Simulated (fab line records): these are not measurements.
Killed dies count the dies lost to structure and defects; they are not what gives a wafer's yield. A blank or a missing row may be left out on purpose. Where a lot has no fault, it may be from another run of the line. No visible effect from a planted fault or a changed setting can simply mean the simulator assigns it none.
Chamber matching + flow nand_harc + NHARC_A_STAIRCASE_DESCUM_186 on rie_diel-04 has 4 sister chambers
The step chemistry O2, time 3 s. 7 wafers are shown with their chamber, then 7 later ones without.

WAFERS WITH THEIR CHAMBER
| wafer  | chamber | drypump_motor_current_A (A) | showerhead_plenum_p_Torr (Torr) |
|--------|---------|-----------------------------|---------------------------------|
| L714.4 | 0       | 6.1                         | 1.98                            |
| L724.1 | 1       | 4.8                         | 2.01                            |
| L724.6 | 2       | 6.0                         | 2.07                            |
| L726.4 | 2       | 6.0                         | 2.06                            |
| L726.6 | 3       | 6.3                         | 1.85                            |
| L730.4 | 3       | 6.4                         | 1.84                            |
| L730.5 | 1       | 4.8                         | 2.00                            |

WAFERS WITHOUT THEIR CHAMBER
| wafer  | drypump_motor_current_A (A) | showerhead_plenum_p_Torr (Torr) |
|--------|-----------------------------|---------------------------------|
| L730.6 | 6.0                         | 2.06                            |
| L731.2 | 6.0                         | 1.96                            |
| L731.3 | 6.4                         | 1.84                            |
| L731.6 | 6.4                         | 1.84                            |
| L732.1 | 6.4                         | 1.84                            |
| L732.4 | 6.0                         | 2.06                            |
| L732.5 | 6.0                         | 2.06                            |

THE CHAMBER EACH PASSED THROUGH
| wafer  | from the rows above | in truth |
|--------|---------------------|----------|
| L730.6 | 2                   | 2        |
| L731.2 | 0                   | 0        |
| L731.3 | 3                   | 3        |
| L731.6 | 3                   | 3        |
| L732.1 | 3                   | 3        |
| L732.4 | 2                   | 2        |
| L732.5 | 2                   | 2        |
Correctly placed: 7 of 7. Left unplaced by these rows: 0. Wrongly placed: 0.
How it was worked out, from the rows above alone: a wafer's distance from a chamber is the root of the sum, over the readings, of the square of ((its reading less the chamber's mean) divided by the reading's scatter). If the next closest chamber is less than 2 further off than the closest, the wafer can't be placed; otherwise it belongs to the closest. Each chamber's mean is taken over the wafers shown for it. How the scatter is found: for the shown wafers, subtract from each reading the mean of its chamber, square and add these, divide the total by (wafers less chambers), then take the root.
